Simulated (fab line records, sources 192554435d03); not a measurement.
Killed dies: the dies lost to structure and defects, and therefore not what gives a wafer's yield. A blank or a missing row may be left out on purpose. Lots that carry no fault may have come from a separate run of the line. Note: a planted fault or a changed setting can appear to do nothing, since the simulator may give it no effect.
fab line records -- flow n5-finfet
record lots=7, wafers=39
route steps=1938 shown FIN_SAQP@96 SD_EPI_P@321 MOL_CONTACT_COAG@608 BEOL_M0_SAQP@677 BEOL_M2@857 BEOL_M4@1064
start-h: the number of hours between the record's first day and the start of the first shown wafer of the lot -- wait-h: time in hours since the lot's previous step -- " the same as in the row above -- L1.1+2: several wafers, shown together as one row -- - no value, or no start was given -- * or withheld: withheld -- < > ~ a bound
route shown NAME@n: NAME is a module with steps in the file, n the number in the route of the first one -- usual: average and standard deviation across the fault-free wafers -- same: alike in all rows -- chamber/n: place in a boat -- sites: per-site readings -- _std_site: standard deviation across them -- _edge_site: outer sites' mean less inner sites' -- radius-mm: how far each site lies from the wafer's centre -- mask NAME#n: copy n -- behind: the last tool/chamber to shape the wafer -- hold: what put the lot on hold/how long, in hours/how the hold closed -- device: transistor that didn't switch, given as n, p or np -- end of line: tests of these same wafers at the route's end -- step lacking rows: just its recipe -- killed: dies lost to structure and defects at the first sort, not the wafer's yield -- map: shows each die of a wafer: x if killed, . if not, _ if none is there
set.NAME: the setting as run; set.NAME@STEP: as run at that earlier step -- model.NAME: the simulator's own value behind a step, which no gauge read
lots with deliberately changed settings; one table per step, one row per wafer
## steps
# step N5_FIN_SAQP_HM_DEP_03
# recipe material=SiNx, target-thk-a=380, temp-c=400, precursor=SiH4/NH3/N2, pressure-torr=1.5, rf-w=300, time-s=33.6
lot.wafer,tool,chamber,start-h,wait-h,set.time-s,model.SiNx_of_FIN_SAQP_HM_DEP_03.thk-nm
L074.1,pecvd-03,1,21.39,0.2,45.38,49.98
L074.2,pecvd-03,0,21.39,0.2,33.6,36.95
L074.3,pecvd-03,2,21.39,0.2,33.6,37.8
L074.4,pecvd-03,0,21.39,0.2,45.38,50.86
L074.5,pecvd-03,1,21.39,0.2,33.6,37.63
L074.6,pecvd-03,2,21.39,0.2,45.38,50.44
L077.2,pecvd-03,1,39.32,0.2,33.6,37.39
L077.4,pecvd-03,0,39.32,0.2,33.6,37.88
L077.5,pecvd-03,1,39.32,0.2,33.6,37.82
L079.1,pecvd-03,2,50.86,0.2,33.6,37.33
L079.2,pecvd-03,0,50.86,0.2,22.56,25.37
L079.3,pecvd-03,1,50.86,0.2,22.56,25.26
L079.4,pecvd-03,0,50.86,0.2,33.6,37.91
L079.5,pecvd-03,1,50.86,0.2,33.6,38.33
L079.6,pecvd-03,2,50.86,0.2,22.56,25.94
L088.1,pecvd-02,2,105.47,0.2,33.6,37.58
L088.2,pecvd-02,0,105.47,0.2,26.09,29.27
L088.3+5,pecvd-02,"1,2",105.47,0.2,26.09,29.55
L088.4,pecvd-02,0,105.47,0.2,33.6,38
L088.6,pecvd-02,1,105.47,0.2,33.6,38.38
L090.1,pecvd-02,1,117.50,0.2,20.07,22.88
L090.2,pecvd-02,2,117.50,0.2,20.07,22.8
L090.3,pecvd-02,0,117.50,0.2,33.6,38.28
L090.4,pecvd-02,1,117.50,0.2,20.07,23.32
L090.5,pecvd-02,2,117.50,0.2,33.6,38.48
L090.6,pecvd-02,0,117.50,0.2,33.6,38.58
L091.1,pecvd-01,0,124.37,0.2,33.6,37.92
L091.2,pecvd-01,2,124.37,0.2,33.6,37.54
L091.3,pecvd-01,1,124.37,0.2,33.6,38.4
L091.4,pecvd-01,2,124.37,0.2,33.6,38.58
L091.5,pecvd-01,0,124.37,0.2,33.6,38.85
L091.6,pecvd-01,1,124.37,0.2,33.6,39.19
L092.1,pecvd-01,2,129.27,0.2,48.56,54.48
L092.2,pecvd-01,0,129.27,0.2,48.56,54.71
L092.3,pecvd-01,1,129.27,0.2,33.6,38.63
L092.4,pecvd-01,0,129.27,0.2,48.56,55.6
L092.5,pecvd-01,2,129.27,0.2,33.6,38.33
L092.6,pecvd-01,1,129.27,0.2,33.6,38.88
# step N5_FIN_SAQP_THK_MEAS_05
# usual thk-nm=37.9/0.53
lot.wafer,tool,chamber,start-h,wait-h,set.time-s@FIN_SAQP_HM_DEP_03,thk-nm
L074.1,film-metro-01,-,21.48,0.1,45.38,50.0
L074.2,film-metro-01,-,21.48,0.1,33.6,37.0
L074.3,film-metro-01,-,21.48,0.1,33.6,37.8
L074.4,film-metro-01,-,21.48,0.1,45.38,50.9
L074.5,film-metro-01,-,21.48,0.1,33.6,37.6
L074.6,film-metro-01,-,21.48,0.1,45.38,50.5
L077.2,film-metro-01,-,39.41,0.1,33.6,37.4
L077.4,film-metro-01,-,39.41,0.1,33.6,37.9
L077.5,film-metro-01,-,39.41,0.1,33.6,37.8
L079.1,film-metro-01,-,50.95,0.1,33.6,37.3
L079.2,film-metro-01,-,50.95,0.1,22.56,25.4
L079.3,film-metro-01,-,50.95,0.1,22.56,25.2
L079.4,film-metro-01,-,50.95,0.1,33.6,37.9
L079.5,film-metro-01,-,50.95,0.1,33.6,38.3
L079.6,film-metro-01,-,50.95,0.1,22.56,25.9
L088.1,film-metro-01,-,105.56,0.1,33.6,37.6
L088.2,film-metro-01,-,105.56,0.1,26.09,29.2
L088.3,film-metro-01,-,105.56,0.1,26.09,29.6
L088.4,film-metro-01,-,105.56,0.1,33.6,38.0
L088.5,film-metro-01,-,105.56,0.1,26.09,29.6
L088.6,film-metro-01,-,105.56,0.1,33.6,38.4
L090.1,film-metro-01,-,117.59,0.1,20.07,22.9
L090.2,film-metro-01,-,117.59,0.1,20.07,22.8
L090.3,film-metro-01,-,117.59,0.1,33.6,38.3
L090.4,film-metro-01,-,117.59,0.1,20.07,23.3
L090.5,film-metro-01,-,117.59,0.1,33.6,38.5
L090.6,film-metro-01,-,117.59,0.1,33.6,38.6
L091.1,film-metro-01,-,124.45,0.1,33.6,37.9
L091.2,film-metro-01,-,124.45,0.1,33.6,37.5
L091.3,film-metro-01,-,124.45,0.1,33.6,38.4
L091.4,film-metro-01,-,124.45,0.1,33.6,38.6
L091.5,film-metro-01,-,124.45,0.1,33.6,38.8
L091.6,film-metro-01,-,124.45,0.1,33.6,39.2
L092.1,film-metro-01,-,129.35,0.1,48.56,54.5
L092.2,film-metro-01,-,129.35,0.1,48.56,54.8
L092.3,film-metro-01,-,129.35,0.1,33.6,38.6
L092.4,film-metro-01,-,129.35,0.1,48.56,55.6
L092.5,film-metro-01,-,129.35,0.1,33.6,38.3
L092.6,film-metro-01,-,129.35,0.1,33.6,38.9
# step N5_FIN_SAQP_PECVD_47
# recipe material=a-Si, target-thk-a=450, temp-c=400, precursor=SiH4/He, pressure-torr=3, rf-w=100, time-s=36.3
# step N5_FIN_SAQP_PECVD_48
# recipe material=SiNx, target-thk-a=250, temp-c=400, precursor=SiH4/NH3/N2, pressure-torr=1.5, rf-w=300, time-s=22.1
# step N5_FIN_SAQP_MANDREL2_REMOVE_60
# recipe chemistry=HBr/Cl2/O2, bt-time-s=10, target=a-Si, stop-on=SiNx, endpoint=OES-SiCl, over-etch-frac=1, icp-w=600, bias-w=22, HBr_flow_sccm=150, Cl2_flow_sccm=80, O2_flow_sccm=5, pressure-mtorr=10
# step N5_FIN_SAQP_HM_OPEN_33
# recipe chemistry=CH3F/O2, target=SiNx, mask-material=SiO2, target-depth-a=494, time-s=70.6, pressure-mtorr=30, source-w=395, bias-w=73, Ar_flow_sccm=150, CH3F_flow_sccm=30, O2_flow_sccm=20, ion-energy-ev=120, ends=cleared
# usual etch-rf-on-time-s=68.9/1.5
lot.wafer,tool,chamber,start-h,wait-h,set.time-s@FIN_SAQP_HM_DEP_03,etch-rf-on-time-s,model.etch.depth-nm
L074.1,rie-diel-05,3,25.97,0.0,45.38,91.0,49.35
L074.2,rie-diel-05,1,25.97,0.0,33.6,66.5,36.23
L074.3,rie-diel-05,0,25.97,0.0,33.6,68.4,37.14
L074.4,rie-diel-05,2,25.97,0.0,45.38,94.2,50.08
L074.5,rie-diel-05,1,25.97,0.0,33.6,68.4,37
L074.6,rie-diel-05,0,25.97,0.0,45.38,91.7,49.71
L077.2,rie-diel-05,3,44.25,0.0,33.6,67.8,36.67
L077.4,rie-diel-05,1,44.25,0.0,33.6,69.0,36.98
L077.5,rie-diel-05,2,44.25,0.0,33.6,69.3,37.1
L079.1,rie-diel-01,1,55.75,0.0,33.6,66.1,36.55
L079.2,rie-diel-01,0,55.75,0.0,22.56,45.1,24.75
L079.3,rie-diel-01,3,55.75,0.0,22.56,44.8,24.54
L079.4,rie-diel-01,2,55.75,0.0,33.6,70.4,37.25
L079.5,rie-diel-01,0,55.75,0.0,33.6,69.1,37.67
L079.6,rie-diel-01,1,55.75,0.0,22.56,45.6,25.22
L088.1,rie-diel-06,3,110.73,0.0,33.6,71.0,36.8
L088.2,rie-diel-06,0,110.73,0.0,26.09,53.8,28.61
L088.3,rie-diel-06,1,110.73,0.0,26.09,53.3,28.92
L088.4,rie-diel-06,2,110.73,0.0,33.6,68.6,37.28
L088.5,rie-diel-06,0,110.73,0.0,26.09,54.2,28.89
L088.6,rie-diel-06,1,110.73,0.0,33.6,69.7,37.6
L090.1,rie-diel-05,2,121.89,0.0,20.07,41.8,22.16
L090.2,rie-diel-05,0,121.89,0.0,20.07,41.5,22.04
L090.3,rie-diel-05,3,121.89,0.0,33.6,70.2,37.38
L090.4,rie-diel-05,1,121.89,0.0,20.07,41.6,22.56
L090.5,rie-diel-05,3,121.89,0.0,33.6,70.1,37.72
L090.6,rie-diel-05,0,121.89,0.0,33.6,70.7,37.81
L091.1,rie-diel-05,3,128.99,0.1,33.6,68.5,37.16
L091.2,rie-diel-05,0,128.99,0.1,33.6,67.8,36.64
L091.3,rie-diel-05,1,128.99,0.1,33.6,69.2,37.68
L091.4,rie-diel-05,2,128.99,0.1,33.6,70.8,37.82
L091.5,rie-diel-05,2,128.99,0.1,33.6,70.7,38.09
L091.6,rie-diel-05,3,128.99,0.1,33.6,71.5,38.29
L092.1,rie-diel-05,2,134.52,0.0,48.56,101.2,53.78
L092.2,rie-diel-05,1,134.52,0.0,48.56,99.3,53.91
L092.3,rie-diel-05,0,134.52,0.0,33.6,70.2,38
L092.4,rie-diel-05,1,134.52,0.0,48.56,101.3,54.98
L092.5,rie-diel-05,2,134.52,0.0,33.6,70.7,37.7
L092.6,rie-diel-05,0,134.52,0.0,33.6,70.1,38.08
# step N5_FIN_SAQP_ETCH_34
# recipe chemistry=C4F6/O2, target=SiO2, target-depth-a=450, time-s=15, ion-energy-ev=250, pressure-mtorr=30, source-w=345, bias-w=185, Ar_flow_sccm=300, C4F6_flow_sccm=10, O2_flow_sccm=10, ends=cleared
# step N5_FIN_SAQP_STRIP_77
# recipe chemistry=N2/H2, time-s=90, power-w=100, temp-c=40, pressure-mtorr=100, rf-frequency-hz=6e+07, bias-power-w=3, n2-flow-sccm=300, h2-flow-sccm=300
# step N5_FIN_SAQP_ETCH_64
# recipe chemistry=CF4, target=SiO2, target-depth-a=15, ion-energy-ev=350, pressure-mtorr=10, icp-w=800, bias-w=400, cf4-flow-sccm=80
# step N5_FIN_SAQP_FIN_ETCH_36
# recipe chemistry=HBr/Cl2/O2, target-depth-a=1200, mask-material=SiNx, time-s=50.4, bias-w=102, pressure-mtorr=10, icp-w=800, HBr_flow_sccm=150, Cl2_flow_sccm=80, O2_flow_sccm=12
lot.wafer,tool,chamber,start-h,wait-h,set.time-s@FIN_SAQP_HM_DEP_03,model.SiNx_of_FIN_SAQP_HM_DEP_03.thk-nm
L074.1,rie-si-03,0,26.26,0.0,45.38,32.8
L074.2,rie-si-03,1,26.26,0.0,33.6,20.4
L074.3,rie-si-03,2,26.26,0.0,33.6,20.8
L074.4,rie-si-03,3,26.26,0.0,45.38,34.4
L074.5,rie-si-03,3,26.26,0.0,33.6,21
L074.6,rie-si-03,2,26.26,0.0,45.38,33.4
L077.2,rie-si-02,3,44.54,0.0,33.6,20.2
L077.4,rie-si-02,0,44.54,0.0,33.6,20.4
L077.5,rie-si-02,3,44.54,0.0,33.6,20.6
L079.1,rie-si-03,3,56.03,0.0,33.6,20.4
L079.2+6,rie-si-03,"1,2",56.03,0.0,22.56,8.8
L079.3,rie-si-03,0,56.03,0.0,22.56,7.8
L079.4,rie-si-03,2,56.03,0.0,33.6,20.8
L079.5,rie-si-03,3,56.03,0.0,33.6,21.6
L088.1,rie-si-06,2,111.02,0.0,33.6,20.6
L088.2,rie-si-06,3,111.02,0.0,26.09,12.2
L088.3,rie-si-06,1,111.02,0.0,26.09,13.2
L088.4,rie-si-06,0,111.02,0.0,33.6,21
L088.5,rie-si-06,0,111.02,0.0,26.09,12.6
L088.6,rie-si-06,1,111.02,0.0,33.6,21.8
L090.1+2+4,rie-si-03,"2,3,0",122.19,0.0,20.07,6
L090.3+6,rie-si-03,"1,2",122.19,0.0,33.6,21.6
L090.5,rie-si-03,1,122.19,0.0,33.6,21.8
L091.1+2,rie-si-02,"0,1",129.27,0.0,33.6,20.6
L091.3+4,rie-si-02,"3,2",129.27,0.0,33.6,21.2
L091.5,rie-si-02,1,129.27,0.0,33.6,22.2
L091.6,rie-si-02,0,129.27,0.0,33.6,21.8
L092.1,rie-si-02,1,134.80,0.0,48.56,38
L092.2,rie-si-02,3,134.80,0.0,48.56,37.4
L092.3+6,rie-si-02,"2,3",134.80,0.0,33.6,21.6
L092.4,rie-si-02,0,134.80,0.0,48.56,38.4
L092.5,rie-si-02,2,134.80,0.0,33.6,21.4
# step N5_SD_EPI_P_EPI_21
# recipe material=SiGe:B, dopant=B, temp-c=550, pressure-torr=20, ambient=H2, time-s=355
lot.wafer,tool,chamber,start-h,wait-h,set.time-s,model.SiGe-B_of_SD_EPI_P_EPI_21.thk-nm
L074.1,epi-rpcvd-01,0,55.55,0.2,355,61.4
L074.2+3,epi-rpcvd-01,0,55.55,0.2,431.2,70.2
L074.4,epi-rpcvd-01,0,55.55,0.2,431.2,69.8
L074.5,epi-rpcvd-01,0,55.55,0.2,355,60
L074.6,epi-rpcvd-01,0,55.55,0.2,355,60.4
L077.2,epi-rpcvd-01,0,74.82,0.6,355,61.4
L077.4,epi-rpcvd-01,0,74.82,0.6,355,61.6
L077.5,epi-rpcvd-01,0,74.82,0.6,355,61.2
L079.1+4,epi-rpcvd-03,0,85.67,0.1,278.6,51.6
L079.2,epi-rpcvd-03,0,85.67,0.1,278.6,50.8
L079.3,epi-rpcvd-03,0,85.67,0.1,355,61
L079.5,epi-rpcvd-03,0,85.67,0.1,355,61.2
L079.6,epi-rpcvd-03,0,85.67,0.1,355,60.6
L088.1,epi-rpcvd-04,0,139.37,0.1,546.2,83.2
L088.2,epi-rpcvd-04,0,139.37,0.1,355,62.2
L088.3,epi-rpcvd-04,0,139.37,0.1,355,61
L088.4,epi-rpcvd-04,0,139.37,0.1,355,61.8
L088.5,epi-rpcvd-04,0,139.37,0.1,546.2,84.2
L088.6,epi-rpcvd-04,0,139.37,0.1,546.2,84
L090.1+6,epi-rpcvd-03,0,149.55,0.1,156.3,28.8
L090.2,epi-rpcvd-03,0,149.55,0.1,355,60.4
L090.3,epi-rpcvd-03,0,149.55,0.1,355,60.2
L090.4,epi-rpcvd-03,0,149.55,0.1,156.3,28.6
L090.5,epi-rpcvd-03,0,149.55,0.1,355,59.6
L091.1,epi-rpcvd-03,0,157.47,0.1,412.2,66.6
L091.2,epi-rpcvd-03,0,157.47,0.1,355,59.8
L091.3,epi-rpcvd-03,0,157.47,0.1,412.2,67.4
L091.4+5,epi-rpcvd-03,0,157.47,0.1,355,60.2
L091.6,epi-rpcvd-03,0,157.47,0.1,412.2,67
L092.1,epi-rpcvd-01,0,162.27,0.2,355,60.8
L092.2,epi-rpcvd-01,0,162.27,0.2,355,61.6
L092.3,epi-rpcvd-01,0,162.27,0.2,355,61.8
L092.4,epi-rpcvd-01,0,162.27,0.2,355,61.2
L092.5,epi-rpcvd-01,0,162.27,0.2,355,60.6
L092.6,epi-rpcvd-01,0,162.27,0.2,355,61.4
# step N5_SD_EPI_P_EPI_MEAS_23
# recipe mode=xrd
# usual thk-nm=60.8/1.2
lot.wafer,tool,chamber,start-h,wait-h,set.time-s@SD_EPI_P_EPI_21,thk-nm
L074.1,film-metro-01,-,58.46,2.4,355,59.8
L074.2,film-metro-01,-,58.46,2.4,431.2,71.1
L074.3,film-metro-01,-,58.46,2.4,431.2,70.2
L074.4,film-metro-01,-,58.46,2.4,431.2,69.8
L074.5,film-metro-01,-,58.46,2.4,355,59.2
L074.6,film-metro-01,-,58.46,2.4,355,60.3
L077.2,film-metro-01,-,77.25,2.0,355,60.6
L077.4,film-metro-01,-,77.25,2.0,355,60.6
L077.5,film-metro-01,-,77.25,2.0,355,61.5
L079.1,film-metro-02,-,87.87,1.9,278.6,50.6
L079.2,film-metro-02,-,87.87,1.9,278.6,50.9
L079.3,film-metro-02,-,87.87,1.9,355,61.7
L079.4,film-metro-02,-,87.87,1.9,278.6,51.4
L079.5,film-metro-02,-,87.87,1.9,355,60.9
L079.6,film-metro-02,-,87.87,1.9,355,61.2
L088.1,film-metro-01,-,141.56,1.8,546.2,82.0
L088.2,film-metro-01,-,141.56,1.8,355,63.4
L088.3,film-metro-01,-,141.56,1.8,355,60.9
L088.4,film-metro-01,-,141.56,1.8,355,62.4
L088.5,film-metro-01,-,141.56,1.8,546.2,84.3
L088.6,film-metro-01,-,141.56,1.8,546.2,84.4
L090.1,film-metro-01,-,151.75,1.9,156.3,28.4
L090.2,film-metro-01,-,151.75,1.9,355,60.3
L090.3,film-metro-01,-,151.75,1.9,355,60.3
L090.4,film-metro-01,-,151.75,1.9,156.3,27.4
L090.5,film-metro-01,-,151.75,1.9,355,61.4
L090.6,film-metro-01,-,151.75,1.9,156.3,29.4
L091.1,film-metro-02,-,159.67,1.8,412.2,65.8
L091.2,film-metro-02,-,159.67,1.8,355,59.1
L091.3,film-metro-02,-,159.67,1.8,412.2,69.3
L091.4,film-metro-02,-,159.67,1.8,355,60.0
L091.5,film-metro-02,-,159.67,1.8,355,60.6
L091.6,film-metro-02,-,159.67,1.8,412.2,66.0
L092.1,film-metro-01,-,165.19,2.4,355,61.0
L092.2,film-metro-01,-,165.19,2.4,355,64.2
L092.3,film-metro-01,-,165.19,2.4,355,60.3
L092.4,film-metro-01,-,165.19,2.4,355,60.1
L092.5,film-metro-01,-,165.19,2.4,355,59.0
L092.6,film-metro-01,-,165.19,2.4,355,61.0
# step N5_MOL_CONTACT_COAG_ALD_133
# recipe material=SiO2, target-thk-a=50, temp-c=100, ald-precursor-family=BDEAS, ald-co-reactant=O2-plasma, pulse-time-s=1, co-reactant-pulse-time-s=1, purge-time-s=2, co-reactant-purge-time-s=2, ald-cycles=35, pressure-torr=2
lot.wafer,tool,chamber,start-h,wait-h,set.ald-cycles,model.SiO2_of_MOL_CONTACT_COAG_ALD_133.thk-nm
L074.1+3+6,ald-sin-02,"1,0,0",100.75,0.2,56,8
L074.2+4+5,ald-sin-02,"2,3,1",100.75,0.2,35,5
L077.2+4+5,ald-sin-01,"2,1,1",119.11,0.1,35,5
L079.1+2+3,ald-sin-01,"1,2,0",131.65,0.1,15,2.2
L079.4+5+6,ald-sin-01,"3,0,1",131.65,0.1,35,5
L088.1+3+6,ald-sin-02,"0,3,2",183.50,0.1,43,6.2
L088.2+4+5,ald-sin-02,"2,1,3",183.50,0.1,35,5
L090.1+3+6,ald-sin-03,"3,0,0",194.77,0.1,27,3.8
L090.2+4+5,ald-sin-03,"1,2,1",194.77,0.1,35,5
L091.1+2+4,ald-sin-03,"2,0,0",202.46,0.1,35,5
L091.3+5+6,ald-sin-03,"1,1,2",202.46,0.1,22,3.2
L092.1+2+3+4+5+6,ald-sin-01,"1,3,0,2,0,3",212.07,0.1,35,5
# step N5_BEOL_M0_SAQP_SPACER2_ETCHBACK_27
# recipe chemistry=CHF3/O2, mode=anisotropic-etchback, target=SiO2, target-depth-a=225, time-s=11.25, pressure-mtorr=30, source-w=650, bias-w=170, Ar_flow_sccm=200, CHF3_flow_sccm=50, O2_flow_sccm=5, ion-energy-ev=200
lot.wafer,tool,chamber,start-h,wait-h,set.time-s
L074.1+4+5,rie-diel-02,"0,1,3",113.50,0.5,11.25
L074.2+3+6,rie-diel-02,"3,2,2",113.50,0.5,13.64
L077.2+4+5,rie-diel-02,"2,0,2",128.20,0.3,11.25
L079.1+3+6,rie-diel-02,"0,1,0",141.30,0.3,11.25
L079.2+4+5,rie-diel-02,"2,3,3",141.30,0.3,8.086
L088.1+2+5,rie-diel-02,"2,3,3",246.37,0.3,13.43
L088.3+4+6,rie-diel-02,"1,0,0",246.37,0.3,11.25
L091.1+2+6,rie-diel-04,"0,3,0",249.42,0.5,11.25
L091.3+4+5,rie-diel-04,"2,1,3",249.42,0.5,14.14
L090.1+5+6,rie-diel-04,"0,1,2",249.49,0.5,4.831
L090.2+3+4,rie-diel-04,"1,2,3",249.49,0.5,11.25
L092.1+2+6,rie-diel-04,"0,3,2",249.85,0.4,11.25
L092.3+4+5,rie-diel-04,"1,2,1",249.85,0.4,5.66
# step N5_BEOL_M0_SAQP_MANDREL2_REMOVE_110
# recipe chemistry=HBr/Cl2/O2, bt-time-s=10, target=a-Si, stop-on=SiCN, endpoint=OES-SiCl, over-etch-frac=1, icp-w=600, bias-w=30, HBr_flow_sccm=150, Cl2_flow_sccm=80, O2_flow_sccm=5, pressure-mtorr=10
# usual oes-product-au=0.996/0.018
lot.wafer,tool,chamber,start-h,wait-h,set.time-s@BEOL_M0_SAQP_SPACER2_ETCHBACK_27,oes-product-au
L074.1,rie-si-04,0,113.59,0.1,11.25,0.989
L074.2,rie-si-04,3,113.59,0.1,13.64,0.999
L074.3,rie-si-04,1,113.59,0.1,13.64,0.993
L074.4,rie-si-04,2,113.59,0.1,11.25,1.011
L074.5,rie-si-04,1,113.59,0.1,11.25,0.984
L074.6,rie-si-04,2,113.59,0.1,13.64,1.012
L077.2,rie-si-05,1,128.29,0.1,11.25,0.983
L077.4,rie-si-05,2,128.29,0.1,11.25,0.990
L077.5,rie-si-05,1,128.29,0.1,11.25,0.973
L079.1,rie-si-04,0,141.39,0.1,11.25,0.996
L079.2,rie-si-04,1,141.39,0.1,8.086,0.994
L079.3,rie-si-04,2,141.39,0.1,11.25,1.021
L079.4,rie-si-04,3,141.39,0.1,8.086,1.011
L079.5,rie-si-04,3,141.39,0.1,8.086,1.007
L079.6,rie-si-04,2,141.39,0.1,11.25,1.023
L088.1,rie-si-04,0,246.46,0.1,13.43,0.985
L088.2,rie-si-04,2,246.46,0.1,13.43,1.008
L088.3,rie-si-04,3,246.46,0.1,11.25,0.987
L088.4,rie-si-04,1,246.46,0.1,11.25,0.973
L088.5,rie-si-04,2,246.46,0.1,13.43,1.005
L088.6,rie-si-04,3,246.46,0.1,11.25,0.990
L091.1,rie-si-04,2,249.51,0.1,11.25,1.027
L091.2,rie-si-04,0,249.51,0.1,11.25,0.995
L091.3,rie-si-04,1,249.51,0.1,14.14,0.987
L091.4,rie-si-04,3,249.51,0.1,14.14,1.002
L091.5,rie-si-04,2,249.51,0.1,14.14,1.019
L091.6,rie-si-04,3,249.51,0.1,11.25,0.990
L090.1,rie-si-05,2,249.58,0.1,4.831,0.374
L090.2,rie-si-05,3,249.58,0.1,11.25,1.026
L090.3,rie-si-05,1,249.58,0.1,11.25,0.982
L090.4,rie-si-05,2,249.58,0.1,11.25,0.977
L090.5,rie-si-05,1,249.58,0.1,4.831,0.376
L090.6,rie-si-05,3,249.58,0.1,4.831,0.382
L092.1,rie-si-04,2,249.93,0.1,11.25,1.018
L092.2,rie-si-04,1,249.93,0.1,11.25,0.980
L092.3,rie-si-04,0,249.93,0.1,5.66,0.368
L092.4,rie-si-04,3,249.93,0.1,5.66,0.367
L092.5,rie-si-04,0,249.93,0.1,5.66,0.379
L092.6,rie-si-04,1,249.93,0.1,11.25,0.989
# step N5_BEOL_M2_DESCUM_16
# recipe chemistry=O2, time-s=7, source-power-w=50, bias-power-w=20, pressure-mtorr=20, rf-frequency-hz=2.712e+07, temp-c=40, resist=CAR-EUV, o2-flow-sccm=225
lot.wafer,tool,chamber,start-h,wait-h,set.time-s,model.CAR-EUV_of_BEOL_M2_COAT_05.thk-nm
L074.1+2+3+4+5,rie-diel-05,"2,0,1,2,1",138.54,0.0,7,26
L074.6,rie-diel-05,0,138.54,0.0,7,26.2
L077.2+5,rie-diel-06,"0,1",148.58,0.0,7,26
L077.4,rie-diel-06,1,148.58,0.0,7,25.8
L079.1,rie-diel-05,3,164.09,0.0,7,26.2
L079.2+3+6,rie-diel-05,"2,1,1",164.09,0.0,4.952,27
L079.4+5,rie-diel-05,0,164.09,0.0,7,26
L088.1+3+5,rie-diel-06,"0,2,1",262.83,0.0,5.498,26.8
L088.2+4+6,rie-diel-06,"3,1,0",262.83,0.0,7,26
L091.1+4,rie-diel-05,"1,3",266.38,0.0,7,26.2
L091.2+5,rie-diel-05,"0,3",266.38,0.0,10.1,24.6
L091.3,rie-diel-05,2,266.38,0.0,7,26
L091.6,rie-diel-05,0,266.38,0.0,10.1,24.4
L090.1+3+5,rie-diel-06,"3,2,2",269.61,0.0,5.512,26.8
L090.2,rie-diel-06,1,269.61,0.0,7,26
L090.4+6,rie-diel-06,"0,1",269.61,0.0,7,26.2
L092.1,rie-diel-05,3,270.01,0.1,10.57,24.2
L092.2+3+5,rie-diel-05,"2,0,1",270.01,0.1,7,26
L092.4+6,rie-diel-05,"1,0",270.01,0.1,10.57,24.4
# step N5_BEOL_M4_ETCH_70
# recipe chemistry=N2/H2, target=SOC, target-depth-a=800, overetch-a=240, mask-material=SiARC, temp-c=40, time-s=130, ion-energy-ev=200, pressure-mtorr=30, source-w=840, bias-w=150, n2-flow-sccm=200, h2-flow-sccm=200
lot.wafer,tool,chamber,start-h,wait-h,set.target-depth-a,model.SiARC_of_BEOL_M4_COAT_68.thk-nm
L074.1+5,rie-diel-06,0,163.66,0.0,800,6.2
L074.2,rie-diel-06,3,163.66,0.0,800,6.4
L074.3,rie-diel-06,2,163.66,0.0,800,5.6
L074.4,rie-diel-06,1,163.66,0.0,800,5.8
L074.6,rie-diel-06,1,163.66,0.0,800,6
L077.2,rie-diel-01,1,183.91,0.0,800,5.8
L077.4,rie-diel-01,2,183.91,0.0,800,6.4
L077.5,rie-diel-01,0,183.91,0.0,800,5.6
L079.1,rie-diel-06,3,190.51,0.0,800,6.4
L079.2+6,rie-diel-06,2,190.51,0.0,800,5.8
L079.3,rie-diel-06,1,190.51,0.0,977.6,5
L079.4,rie-diel-06,0,190.51,0.0,977.6,5.2
L079.5,rie-diel-06,3,190.51,0.0,977.6,5.4
L088.1+3+4+5+6,rie-diel-05,"2,0,2,0,3",293.38,0.0,800,5.8
L088.2,rie-diel-05,3,293.38,0.0,800,5.6
L091.1+3,rie-diel-01,"3,1",315.52,0.0,375.7,8.4
L091.2,rie-diel-01,0,315.52,0.0,375.7,8.2
L091.4+6,rie-diel-01,"1,3",315.52,0.0,800,6
L091.5,rie-diel-01,0,315.52,0.0,800,5.6
L090.1+3,rie-diel-05,"2,0",320.31,0.0,800,5.8
L090.2,rie-diel-05,1,320.31,0.0,800,5.4
L090.4+5+6,rie-diel-05,"3,2,3",320.31,0.0,800,5.6
L092.1+5,rie-diel-05,1,326.08,0.0,800,5.4
L092.2+3+6,rie-diel-05,"3,0,0",326.08,0.0,800,5.8
L092.4,rie-diel-05,2,326.08,0.0,800,5.6
## key
split step=N5_FIN_SAQP_HM_DEP_03, setting=time-s, stated=33.6, by=wafer
response step=N5_FIN_SAQP_HM_DEP_03, reading=model.SiNx_of_FIN_SAQP_HM_DEP_03.thk-nm, change=+0.374, per=1%, r=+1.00
response step=N5_FIN_SAQP_THK_MEAS_05, reading=thk-nm, change=*, per=1%, r=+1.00
response step=N5_FIN_SAQP_HM_OPEN_33, reading=etch-rf-on-time-s, change=*, per=1%, r=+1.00
response step=N5_FIN_SAQP_HM_OPEN_33, reading=model.etch.depth-nm, change=+0.373, per=1%, r=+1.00
response step=N5_FIN_SAQP_FIN_ETCH_36, reading=model.SiNx_of_FIN_SAQP_HM_DEP_03.thk-nm, change=+0.376, per=1%, r=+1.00
split step=N5_SD_EPI_P_EPI_21, setting=time-s, stated=355, by=wafer
response step=N5_SD_EPI_P_EPI_21, reading=model.SiGe-B_of_SD_EPI_P_EPI_21.thk-nm, change=+0.48, per=1%, r=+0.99
response step=N5_SD_EPI_P_EPI_MEAS_23, reading=thk-nm, change=*, per=1%, r=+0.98
split step=N5_MOL_CONTACT_COAG_ALD_133, setting=ald-cycles, stated=35, by=wafer
response step=N5_MOL_CONTACT_COAG_ALD_133, reading=model.SiO2_of_MOL_CONTACT_COAG_ALD_133.thk-nm, change=+0.0497, per=1%, r=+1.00
split step=N5_BEOL_M0_SAQP_SPACER2_ETCHBACK_27, setting=time-s, stated=11.25, by=wafer
response step=N5_BEOL_M0_SAQP_MANDREL2_REMOVE_110, reading=oes-product-au, shape=bent, at-lowest=0.378, at-stated=0.995, at-highest=1.002
split step=N5_BEOL_M2_DESCUM_16, setting=time-s, stated=7, by=wafer
response step=N5_BEOL_M2_DESCUM_16, reading=model.CAR-EUV_of_BEOL_M2_COAT_05.thk-nm, change=-0.0339, per=1%, r=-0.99
split step=N5_BEOL_M4_ETCH_70, setting=target-depth-a, stated=800, by=wafer
response step=N5_BEOL_M4_ETCH_70, reading=model.SiARC_of_BEOL_M4_COAT_68.thk-nm, change=-0.0449, per=1%, r=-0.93
